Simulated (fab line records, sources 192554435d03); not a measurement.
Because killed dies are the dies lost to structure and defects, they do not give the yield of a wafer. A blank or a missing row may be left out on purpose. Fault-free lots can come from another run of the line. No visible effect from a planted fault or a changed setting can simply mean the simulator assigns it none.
fab line records / flow n5_finfet
record lots=13 wafers=36 last_day=21
route steps=1938 shown BEOL_M12@1653 BEOL_M13@1659 PASSIVATION@1936
lots that met no fault: taken from a fault-free run of the same line
start_h: the number of hours between the record's first day and the start of the first shown wafer of the lot / wait_h: hours since the lot's step before / " repeats the value in the row above / L1.1+2: several wafers, shown together as one row / - either no value or no given start / * or withheld: withheld / < > ~ a bound
route shown NAME@n: names a module that has steps shown in the file, with the first one's number in the route / usual: mean/standard deviation of fault-free wafers / same: alike in all rows / chamber/n: place in a boat / sites: readings site by site / _std_site: standard deviation of those values / _edge_site: mean of outer sites minus mean of inner sites / radius_mm: for every site, how far away it sits from the centre of the wafer / mask NAME#n: copy n / behind: tool/chamber where the wafer was last shaped / hold: the reason the lot was held/the length of the hold in hours/how it ended / device: names the non-switching transistor (n, p or np) / end of line: the route-end tests of the same wafers / a step without rows: its recipe alone / killed: count of dies lost to structure and defects at first sort (not the wafer's yield) / map: shows each die of a wafer: x if killed, . if not, _ if none is there
set.NAME: the setting as run; set.NAME@STEP: as run at that earlier step / model.NAME: the simulator's own value behind a step, which no gauge read
one table for each step of the route and one row for each wafer, over a sample of lots
services: a tool's chamber out of use, with start hour (start_h, from the record's first day; less than 0 if before it), hours out, and reason
## steps
# step N5_BEOL_M12_CMP_49
# recipe stop_on=SiOC t_overpolish_s=20.6 down_force_psi=1 platen_rpm=50 clearing_platen_down_force_psi=1.5 clearing_platen_rpm=50 post_cmp_clean=cu_alkaline target_thk_nm=320 clearing_platen_pad_velocity_m_s=0.99484 pad_velocity_m_s=0.99484
# usual barrier_field_endpoint_s=30.2/0.76 head_pressure_psi=1.0001/0.0024 motor_current_A=6.1/0.53 overpolish_run_s=20.602/0.0089 platen_rpm=50.00/0.039
lot.wafer=L163.4 tool=cmp-04 chamber=0 start_h=314.85 wait_h=0.2 barrier_field_endpoint_s=28.7 head_pressure_psi=1.0003 motor_current_A=5.5 overpolish_run_s=20.602 platen_rpm=50.01
lot.wafer=L163.1 tool=cmp-04 chamber=1 start_h=314.85 wait_h=0.2 barrier_field_endpoint_s=30.3 head_pressure_psi=0.9987 motor_current_A=5.5 overpolish_run_s=20.600 platen_rpm=49.99
lot.wafer=L163.6 tool=cmp-04 chamber=2 start_h=314.85 wait_h=0.2 barrier_field_endpoint_s=30.1 head_pressure_psi=1.0004 motor_current_A=6.3 overpolish_run_s=20.601 platen_rpm=50.03
lot.wafer=L166.2 tool=cmp-01 chamber=0 start_h=331.68 wait_h=0.2 barrier_field_endpoint_s=30.6 head_pressure_psi=1.0015 motor_current_A=6.8 overpolish_run_s=20.603 platen_rpm=49.97
lot.wafer=L166.3 tool=cmp-01 chamber=3 start_h=331.68 wait_h=0.2 barrier_field_endpoint_s=30.7 head_pressure_psi=0.9965 motor_current_A=5.6 overpolish_run_s=20.596 platen_rpm=49.97
lot.wafer=L166.5 tool=cmp-01 chamber=1 start_h=331.68 wait_h=0.2 barrier_field_endpoint_s=30.2 head_pressure_psi=0.9987 motor_current_A=5.6 overpolish_run_s=20.602 platen_rpm=50.01
lot.wafer=L164.4 tool=cmp-04 chamber=2 start_h=335.53 wait_h=0.2 barrier_field_endpoint_s=30.7 head_pressure_psi=0.9998 motor_current_A=6.0 overpolish_run_s=20.619 platen_rpm=50.00
lot.wafer=L164.2 tool=cmp-04 chamber=0 start_h=335.53 wait_h=0.2 barrier_field_endpoint_s=29.9 head_pressure_psi=1.0038 motor_current_A=5.5 overpolish_run_s=20.603 platen_rpm=50.06
lot.wafer=L165.2 tool=cmp-04 chamber=0 start_h=341.64 wait_h=0.3 barrier_field_endpoint_s=29.7 head_pressure_psi=1.0008 motor_current_A=5.6 overpolish_run_s=20.602 platen_rpm=49.95
lot.wafer=L165.4 tool=cmp-04 chamber=1 start_h=341.64 wait_h=0.3 barrier_field_endpoint_s=30.9 head_pressure_psi=1.0009 motor_current_A=5.8 overpolish_run_s=20.608 platen_rpm=49.97
lot.wafer=L165.6 tool=cmp-04 chamber=2 start_h=341.64 wait_h=0.3 barrier_field_endpoint_s=30.9 head_pressure_psi=1.0008 motor_current_A=6.4 overpolish_run_s=20.605 platen_rpm=50.04
lot.wafer=L171.3 tool=cmp-01 chamber=1 start_h=362.49 wait_h=0.2 barrier_field_endpoint_s=30.6 head_pressure_psi=1.0000 motor_current_A=5.4 overpolish_run_s=20.589 platen_rpm=50.11
lot.wafer=L171.4 tool=cmp-01 chamber=2 start_h=362.49 wait_h=0.2 barrier_field_endpoint_s=29.6 head_pressure_psi=0.9984 motor_current_A=5.9 overpolish_run_s=20.597 platen_rpm=49.97
lot.wafer=L171.6 tool=cmp-01 chamber=3 start_h=362.49 wait_h=0.2 barrier_field_endpoint_s=31.5 head_pressure_psi=1.0021 motor_current_A=5.5 overpolish_run_s=20.609 platen_rpm=50.06
lot.wafer=L170.3 tool=cmp-01 chamber=0 start_h=396.91 wait_h=0.2 barrier_field_endpoint_s=31.1 head_pressure_psi=0.9981 motor_current_A=6.6 overpolish_run_s=20.611 platen_rpm=50.01
lot.wafer=L170.6 tool=cmp-01 chamber=0 start_h=396.91 wait_h=0.2 barrier_field_endpoint_s=31.2 head_pressure_psi=0.9977 motor_current_A=7.1 overpolish_run_s=20.579 platen_rpm=49.98
lot.wafer=L170.5 tool=cmp-01 chamber=1 start_h=396.91 wait_h=0.2 barrier_field_endpoint_s=29.8 head_pressure_psi=1.0009 motor_current_A=5.2 overpolish_run_s=20.591 platen_rpm=49.95
lot.wafer=L172.3 tool=cmp-01 chamber=0 start_h=401.92 wait_h=0.2 barrier_field_endpoint_s=30.2 head_pressure_psi=1.0009 motor_current_A=7.0 overpolish_run_s=20.600 platen_rpm=49.95
lot.wafer=L172.2 tool=cmp-01 chamber=1 start_h=401.92 wait_h=0.2 barrier_field_endpoint_s=29.6 head_pressure_psi=1.0018 motor_current_A=5.4 overpolish_run_s=20.609 platen_rpm=50.05
lot.wafer=L172.6 tool=cmp-01 chamber=0 start_h=401.92 wait_h=0.2 barrier_field_endpoint_s=30.2 head_pressure_psi=0.9991 motor_current_A=7.2 overpolish_run_s=20.603 platen_rpm=50.01
lot.wafer=L174.3 tool=cmp-02 chamber=2 start_h=412.08 wait_h=0.2 barrier_field_endpoint_s=30.1 head_pressure_psi=0.9997 motor_current_A=6.2 overpolish_run_s=20.596 platen_rpm=49.93
lot.wafer=L174.4 tool=cmp-02 chamber=3 start_h=412.08 wait_h=0.2 barrier_field_endpoint_s=30.8 head_pressure_psi=1.0011 motor_current_A=6.6 overpolish_run_s=20.592 platen_rpm=50.00
lot.wafer=L174.2 tool=cmp-02 chamber=0 start_h=412.08 wait_h=0.2 barrier_field_endpoint_s=29.7 head_pressure_psi=1.0026 motor_current_A=6.0 overpolish_run_s=20.611 platen_rpm=49.99
lot.wafer=L178.5 tool=cmp-01 chamber=0 start_h=427.08 wait_h=0.2 barrier_field_endpoint_s=34.2 head_pressure_psi=0.8878 motor_current_A=6.6 overpolish_run_s=20.587 platen_rpm=49.94
lot.wafer=L177.2 tool=cmp-04 chamber=1 start_h=430.92 wait_h=0.3 barrier_field_endpoint_s=30.6 head_pressure_psi=1.0006 motor_current_A=5.6 overpolish_run_s=20.610 platen_rpm=49.96
lot.wafer=L177.5 tool=cmp-04 chamber=0 start_h=430.92 wait_h=0.3 barrier_field_endpoint_s=29.7 head_pressure_psi=0.9944 motor_current_A=5.3 overpolish_run_s=20.583 platen_rpm=50.01
lot.wafer=L177.6 tool=cmp-04 chamber=1 start_h=430.92 wait_h=0.3 barrier_field_endpoint_s=31.0 head_pressure_psi=1.0014 motor_current_A=6.0 overpolish_run_s=20.598 platen_rpm=50.05
lot.wafer=L185.2 tool=cmp-04 chamber=0 start_h=446.09 wait_h=0.2 barrier_field_endpoint_s=30.2 head_pressure_psi=1.0020 motor_current_A=5.8 overpolish_run_s=20.615 platen_rpm=50.03
lot.wafer=L185.1 tool=cmp-04 chamber=2 start_h=446.09 wait_h=0.2 barrier_field_endpoint_s=32.0 head_pressure_psi=1.0004 motor_current_A=6.1 overpolish_run_s=20.604 platen_rpm=50.06
lot.wafer=L185.5 tool=cmp-04 chamber=0 start_h=446.09 wait_h=0.2 barrier_field_endpoint_s=29.7 head_pressure_psi=0.9998 motor_current_A=5.7 overpolish_run_s=20.600 platen_rpm=49.98
lot.wafer=L181.3 tool=cmp-02 chamber=3 start_h=449.53 wait_h=0.3 barrier_field_endpoint_s=30.1 head_pressure_psi=0.9985 motor_current_A=6.8 overpolish_run_s=20.624 platen_rpm=50.07
lot.wafer=L181.2 tool=cmp-02 chamber=1 start_h=449.53 wait_h=0.3 barrier_field_endpoint_s=29.6 head_pressure_psi=1.0001 motor_current_A=6.2 overpolish_run_s=20.600 platen_rpm=49.99
lot.wafer=L181.5 tool=cmp-02 chamber=2 start_h=449.53 wait_h=0.3 barrier_field_endpoint_s=30.0 head_pressure_psi=1.0024 motor_current_A=6.2 overpolish_run_s=20.606 platen_rpm=50.01
lot.wafer=L184.1 tool=cmp-04 chamber=0 start_h=459.65 wait_h=0.3 barrier_field_endpoint_s=30.7 head_pressure_psi=1.0016 motor_current_A=5.4 overpolish_run_s=20.604 platen_rpm=49.98
lot.wafer=L184.2 tool=cmp-04 chamber=3 start_h=459.65 wait_h=0.3 barrier_field_endpoint_s=30.1 head_pressure_psi=1.0048 motor_current_A=6.4 overpolish_run_s=20.596 platen_rpm=50.06
lot.wafer=L184.6 tool=cmp-04 chamber=1 start_h=459.65 wait_h=0.3 barrier_field_endpoint_s=31.8 head_pressure_psi=0.9999 motor_current_A=5.7 overpolish_run_s=20.591 platen_rpm=50.01
# step N5_BEOL_M12_INSPECT_55
# recipe inspect_instrument=darkfield mode=post_dep
# usual raw_defect_count=72/25
lot.wafer=L163.1 tool=defect_inspect-01 chamber=- start_h=315.22 wait_h=0.0 raw_defect_count=40
lot.wafer=L163.4 tool=defect_inspect-01 chamber=- start_h=315.22 wait_h=0.0 raw_defect_count=30
lot.wafer=L163.6 tool=defect_inspect-01 chamber=- start_h=315.22 wait_h=0.0 raw_defect_count=51
lot.wafer=L166.2 tool=defect_inspect-02 chamber=- start_h=332.13 wait_h=0.0 raw_defect_count=109
lot.wafer=L166.3 tool=defect_inspect-02 chamber=- start_h=332.13 wait_h=0.0 raw_defect_count=60
lot.wafer=L166.5 tool=defect_inspect-02 chamber=- start_h=332.13 wait_h=0.0 raw_defect_count=47
lot.wafer=L164.2 tool=defect_inspect-01 chamber=- start_h=335.94 wait_h=0.0 raw_defect_count=142
lot.wafer=L164.4 tool=defect_inspect-01 chamber=- start_h=335.94 wait_h=0.0 raw_defect_count=89
lot.wafer=L165.2 tool=defect_inspect-02 chamber=- start_h=342.04 wait_h=0.0 raw_defect_count=55
lot.wafer=L165.4 tool=defect_inspect-02 chamber=- start_h=342.04 wait_h=0.0 raw_defect_count=73
lot.wafer=L165.6 tool=defect_inspect-02 chamber=- start_h=342.04 wait_h=0.0 raw_defect_count=76
lot.wafer=L171.3 tool=defect_inspect-02 chamber=- start_h=362.86 wait_h=0.0 raw_defect_count=89
lot.wafer=L171.4 tool=defect_inspect-02 chamber=- start_h=362.86 wait_h=0.0 raw_defect_count=72
lot.wafer=L171.6 tool=defect_inspect-02 chamber=- start_h=362.86 wait_h=0.0 raw_defect_count=131
lot.wafer=L170.3 tool=defect_inspect-02 chamber=- start_h=397.36 wait_h=0.0 raw_defect_count=75
lot.wafer=L170.5 tool=defect_inspect-02 chamber=- start_h=397.36 wait_h=0.0 raw_defect_count=67
lot.wafer=L170.6 tool=defect_inspect-02 chamber=- start_h=397.36 wait_h=0.0 raw_defect_count=138
lot.wafer=L172.2 tool=defect_inspect-02 chamber=- start_h=402.33 wait_h=0.0 raw_defect_count=62
lot.wafer=L172.3 tool=defect_inspect-02 chamber=- start_h=402.33 wait_h=0.0 raw_defect_count=63
lot.wafer=L172.6 tool=defect_inspect-02 chamber=- start_h=402.33 wait_h=0.0 raw_defect_count=55
lot.wafer=L174.2 tool=defect_inspect-01 chamber=- start_h=412.55 wait_h=0.0 raw_defect_count=80
lot.wafer=L174.3 tool=defect_inspect-01 chamber=- start_h=412.55 wait_h=0.0 raw_defect_count=40
lot.wafer=L174.4 tool=defect_inspect-01 chamber=- start_h=412.55 wait_h=0.0 raw_defect_count=37
lot.wafer=L178.5 tool=defect_inspect-01 chamber=- start_h=427.38 wait_h=0.0 raw_defect_count=95
lot.wafer=L177.2 tool=defect_inspect-01 chamber=- start_h=431.36 wait_h=0.0 raw_defect_count=62
lot.wafer=L177.5 tool=defect_inspect-01 chamber=- start_h=431.36 wait_h=0.0 raw_defect_count=70
lot.wafer=L177.6 tool=defect_inspect-01 chamber=- start_h=431.36 wait_h=0.0 raw_defect_count=44
lot.wafer=L185.1 tool=defect_inspect-02 chamber=- start_h=446.53 wait_h=0.0 raw_defect_count=47
lot.wafer=L185.2 tool=defect_inspect-02 chamber=- start_h=446.53 wait_h=0.0 raw_defect_count=39
lot.wafer=L185.5 tool=defect_inspect-02 chamber=- start_h=446.53 wait_h=0.0 raw_defect_count=40
lot.wafer=L181.2 tool=defect_inspect-01 chamber=- start_h=449.93 wait_h=0.0 raw_defect_count=81
lot.wafer=L181.3 tool=defect_inspect-01 chamber=- start_h=449.93 wait_h=0.0 raw_defect_count=88
lot.wafer=L181.5 tool=defect_inspect-01 chamber=- start_h=449.93 wait_h=0.0 raw_defect_count=86
lot.wafer=L184.1 tool=defect_inspect-02 chamber=- start_h=460.10 wait_h=0.0 raw_defect_count=84
lot.wafer=L184.2 tool=defect_inspect-02 chamber=- start_h=460.10 wait_h=0.0 raw_defect_count=61
lot.wafer=L184.6 tool=defect_inspect-02 chamber=- start_h=460.10 wait_h=0.0 raw_defect_count=81
# step N5_BEOL_M13_ILD_DEP_00
# recipe material=SiOC target_thk_a=8379.2 temp_c=350 precursor=DEMS/O2 pressure_torr=5 rf_w=500 time_s=166.4
# usual heater_power_w=499/46 showerhead_plenum_p_Torr=5.694/0.014 throttle_valve_pct=12.4/0.96
lot.wafer=L163.1 tool=pecvd-04 chamber=2 start_h=315.25 wait_h=0.0 heater_power_w=500 showerhead_plenum_p_Torr=5.685 throttle_valve_pct=11.1
lot.wafer=L163.4 tool=pecvd-04 chamber=0 start_h=315.25 wait_h=0.0 heater_power_w=558 showerhead_plenum_p_Torr=5.684 throttle_valve_pct=13.2
lot.wafer=L163.6 tool=pecvd-04 chamber=1 start_h=315.25 wait_h=0.0 heater_power_w=505 showerhead_plenum_p_Torr=5.700 throttle_valve_pct=13.7
lot.wafer=L166.2 tool=pecvd-03 chamber=0 start_h=332.16 wait_h=0.0 heater_power_w=480 showerhead_plenum_p_Torr=5.714 throttle_valve_pct=12.9
lot.wafer=L166.3 tool=pecvd-03 chamber=2 start_h=332.16 wait_h=0.0 heater_power_w=504 showerhead_plenum_p_Torr=5.682 throttle_valve_pct=11.6
lot.wafer=L166.5 tool=pecvd-03 chamber=2 start_h=332.16 wait_h=0.0 heater_power_w=536 showerhead_plenum_p_Torr=5.673 throttle_valve_pct=11.2
lot.wafer=L164.2 tool=pecvd-03 chamber=2 start_h=335.98 wait_h=0.0 heater_power_w=533 showerhead_plenum_p_Torr=5.676 throttle_valve_pct=11.6
lot.wafer=L164.4 tool=pecvd-03 chamber=2 start_h=335.98 wait_h=0.0 heater_power_w=550 showerhead_plenum_p_Torr=5.670 throttle_valve_pct=11.2
lot.wafer=L165.2 tool=pecvd-04 chamber=2 start_h=342.08 wait_h=0.0 heater_power_w=491 showerhead_plenum_p_Torr=5.679 throttle_valve_pct=11.0
lot.wafer=L165.4 tool=pecvd-04 chamber=2 start_h=342.08 wait_h=0.0 heater_power_w=550 showerhead_plenum_p_Torr=5.676 throttle_valve_pct=11.1
lot.wafer=L165.6 tool=pecvd-04 chamber=2 start_h=342.08 wait_h=0.0 heater_power_w=560 showerhead_plenum_p_Torr=5.675 throttle_valve_pct=11.1
lot.wafer=L171.3 tool=pecvd-04 chamber=0 start_h=362.89 wait_h=0.0 heater_power_w=521 showerhead_plenum_p_Torr=5.700 throttle_valve_pct=13.0
lot.wafer=L171.4 tool=pecvd-04 chamber=1 start_h=362.89 wait_h=0.0 heater_power_w=525 showerhead_plenum_p_Torr=5.698 throttle_valve_pct=13.6
lot.wafer=L171.6 tool=pecvd-04 chamber=2 start_h=362.89 wait_h=0.0 heater_power_w=542 showerhead_plenum_p_Torr=5.670 throttle_valve_pct=11.3
lot.wafer=L170.3 tool=pecvd-04 chamber=0 start_h=397.39 wait_h=0.0 heater_power_w=531 showerhead_plenum_p_Torr=5.692 throttle_valve_pct=13.3
lot.wafer=L170.5 tool=pecvd-04 chamber=1 start_h=397.39 wait_h=0.0 heater_power_w=502 showerhead_plenum_p_Torr=5.701 throttle_valve_pct=13.6
lot.wafer=L170.6 tool=pecvd-04 chamber=2 start_h=397.39 wait_h=0.0 heater_power_w=474 showerhead_plenum_p_Torr=5.691 throttle_valve_pct=11.3
lot.wafer=L172.2 tool=pecvd-03 chamber=2 start_h=402.36 wait_h=0.0 heater_power_w=537 showerhead_plenum_p_Torr=5.704 throttle_valve_pct=11.5
lot.wafer=L172.3 tool=pecvd-03 chamber=1 start_h=402.36 wait_h=0.0 heater_power_w=500 showerhead_plenum_p_Torr=5.683 throttle_valve_pct=12.3
lot.wafer=L172.6 tool=pecvd-03 chamber=1 start_h=402.36 wait_h=0.0 heater_power_w=508 showerhead_plenum_p_Torr=5.677 throttle_valve_pct=12.4
lot.wafer=L174.2 tool=pecvd-01 chamber=1 start_h=412.59 wait_h=0.0 heater_power_w=501 showerhead_plenum_p_Torr=5.707 throttle_valve_pct=11.0
lot.wafer=L174.3 tool=pecvd-01 chamber=2 start_h=412.59 wait_h=0.0 heater_power_w=539 showerhead_plenum_p_Torr=5.692 throttle_valve_pct=11.7
lot.wafer=L174.4 tool=pecvd-01 chamber=1 start_h=412.59 wait_h=0.0 heater_power_w=541 showerhead_plenum_p_Torr=5.702 throttle_valve_pct=11.3
lot.wafer=L178.5 tool=pecvd-04 chamber=0 start_h=427.47 wait_h=0.1 heater_power_w=527 showerhead_plenum_p_Torr=5.709 throttle_valve_pct=13.5
lot.wafer=L177.2 tool=pecvd-04 chamber=1 start_h=431.39 wait_h=0.0 heater_power_w=524 showerhead_plenum_p_Torr=5.706 throttle_valve_pct=13.7
lot.wafer=L177.5 tool=pecvd-04 chamber=0 start_h=431.39 wait_h=0.0 heater_power_w=553 showerhead_plenum_p_Torr=5.695 throttle_valve_pct=13.5
lot.wafer=L177.6 tool=pecvd-04 chamber=1 start_h=431.39 wait_h=0.0 heater_power_w=478 showerhead_plenum_p_Torr=5.703 throttle_valve_pct=13.3
lot.wafer=L185.1 tool=pecvd-04 chamber=2 start_h=446.57 wait_h=0.0 heater_power_w=579 showerhead_plenum_p_Torr=5.691 throttle_valve_pct=11.0
lot.wafer=L185.2 tool=pecvd-04 chamber=1 start_h=446.57 wait_h=0.0 heater_power_w=512 showerhead_plenum_p_Torr=5.710 throttle_valve_pct=13.7
lot.wafer=L185.5 tool=pecvd-04 chamber=0 start_h=446.57 wait_h=0.0 heater_power_w=500 showerhead_plenum_p_Torr=5.690 throttle_valve_pct=13.2
lot.wafer=L181.2 tool=pecvd-03 chamber=1 start_h=449.97 wait_h=0.0 heater_power_w=526 showerhead_plenum_p_Torr=5.676 throttle_valve_pct=12.4
lot.wafer=L181.3 tool=pecvd-03 chamber=2 start_h=449.97 wait_h=0.0 heater_power_w=567 showerhead_plenum_p_Torr=5.680 throttle_valve_pct=11.7
lot.wafer=L181.5 tool=pecvd-03 chamber=1 start_h=449.97 wait_h=0.0 heater_power_w=443 showerhead_plenum_p_Torr=5.684 throttle_valve_pct=12.2
lot.wafer=L184.1 tool=pecvd-03 chamber=0 start_h=460.13 wait_h=0.0 heater_power_w=464 showerhead_plenum_p_Torr=5.723 throttle_valve_pct=13.0
lot.wafer=L184.2 tool=pecvd-03 chamber=2 start_h=460.13 wait_h=0.0 heater_power_w=539 showerhead_plenum_p_Torr=5.688 throttle_valve_pct=11.3
lot.wafer=L184.6 tool=pecvd-03 chamber=1 start_h=460.13 wait_h=0.0 heater_power_w=549 showerhead_plenum_p_Torr=5.691 throttle_valve_pct=12.3
# step N5_PASSIVATION_PROBE_49
# usual defect_limited_yield=90.9/1.6 killed_at_M0_to_M3=37/11 killed_at_M4_up=15/5.6 killed_at_contacts=13/6.4 killed_at_front_end=39/11 killed_at_other=4/3.1 killed_dies=107/19 killed_open=71/14 killed_short=34/7.8 sort_bin_4_leakage=0.01/0.053 sort_bin_5_function=5.3/1 sort_bin_6_memory=3.4/0.72 sort_bin_8_speed=0.0/0.42 sort_n_pass=1072/20 sort_yield_pct=90.9/1.7
# same gross_dies=1180 killed_at_back_side=0
lot.wafer=L178.5 tool=prober-02 chamber=- start_h=467.80 wait_h=0.2 defect_limited_yield[%]=91.5 killed_at_M0_to_M3=33 killed_at_M4_up=19 killed_at_contacts=9 killed_at_front_end=37 killed_at_other=2 killed_dies=100 killed_open=71 killed_short=29 sort_bin_4_leakage[%]=0 sort_bin_5_function[%]=5.2 sort_bin_6_memory[%]=3.1 sort_bin_8_speed[%]=0 sort_n_pass=1080 sort_yield_pct[%]=91.5
# killed by level:class
L178.5 BEOL_M1:geometric_particle:open=9 BEOL_M4:geometric_particle:open=9 FIN_SAQP:geometric_particle:open=7 BEOL_M2:geometric_particle:open=6 MOL_CONTACT_COAG:geometric_particle:open=6 BEOL_M1:geometric_particle:short=6 FIN_SAQP:geometric_particle:short=5 STI_FIN_REVEAL:geometric_particle:open=4
## services
tool=cmp-01 chamber=- start_h=307.26 hours=7.8 kind=pm
tool=cmp-04 chamber=- start_h=308.45 hours=1.2 kind=repair
tool=cmp-04 chamber=- start_h=319.52 hours=8.4 kind=repair
tool=pecvd-01 chamber=1 start_h=332.90 hours=2.1 kind=scheduled_down
tool=pecvd-04 chamber=1 start_h=338.79 hours=16.5 kind=scheduled_down
tool=pecvd-03 chamber=1 start_h=352.44 hours=2.7 kind=repair
tool=pecvd-03 chamber=2 start_h=366.94 hours=2.1 kind=scheduled_down
tool=cmp-04 chamber=- start_h=381.92 hours=4.0 kind=pm
tool=cmp-04 chamber=- start_h=385.92 hours=- kind=consumable_replace:conditioner
tool=cmp-04 chamber=- start_h=385.92 hours=- kind=consumable_replace:pad
tool=cmp-02 chamber=- start_h=387.25 hours=5.8 kind=pm
tool=pecvd-03 chamber=2 start_h=391.13 hours=5.5 kind=scheduled_down
tool=cmp-04 chamber=- start_h=396.87 hours=3.4 kind=repair
tool=pecvd-04 chamber=1 start_h=412.96 hours=2.1 kind=scheduled_down
tool=cmp-02 chamber=- start_h=418.69 hours=0.5 kind=repair
tool=pecvd-04 chamber=2 start_h=430.21 hours=5.5 kind=scheduled_down
tool=pecvd-03 chamber=- start_h=434.29 hours=2.4 kind=repair
tool=cmp-01 chamber=- start_h=436.24 hours=3.6 kind=repair
tool=pecvd-01 chamber=- start_h=447.47 hours=14.6 kind=pm
tool=pecvd-04 chamber=2 start_h=451.44 hours=2.1 kind=scheduled_down
tool=cmp-04 chamber=- start_h=453.74 hours=1.4 kind=repair
tool=cmp-02 chamber=- start_h=456.25 hours=4.9 kind=pm
## key
first_sign step=N5_BEOL_M12_CMP_49 reading=head_pressure_psi direction=down sigmas=47 usual=1.0001 struck=0.8878
effect step=N5_BEOL_M12_CMP_49 reading=barrier_field_endpoint_s direction=up sigmas=5.3 usual=30.2 struck=34.2
met_at N5_BEOL_M12_CMP_49
struck_lots L178
struck_wafers L178.5
not_acting_at N5_BEOL_M12_INSPECT_55,N5_BEOL_M13_ILD_DEP_00
onset_between 401.92 427.08
earlier_fault kind=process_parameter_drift tool=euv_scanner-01 chamber=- onset_h=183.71 steps=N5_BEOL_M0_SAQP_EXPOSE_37 channel=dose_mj offset=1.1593 shape=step acts_in=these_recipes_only stated=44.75
fault kind=process_parameter_drift tool=cmp-01 chamber=0 onset_h=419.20 steps=N5_BEOL_M12_CMP_49 channel=down_force_psi offset=-0.11116 shape=step acts_in=these_recipes_only stated=1
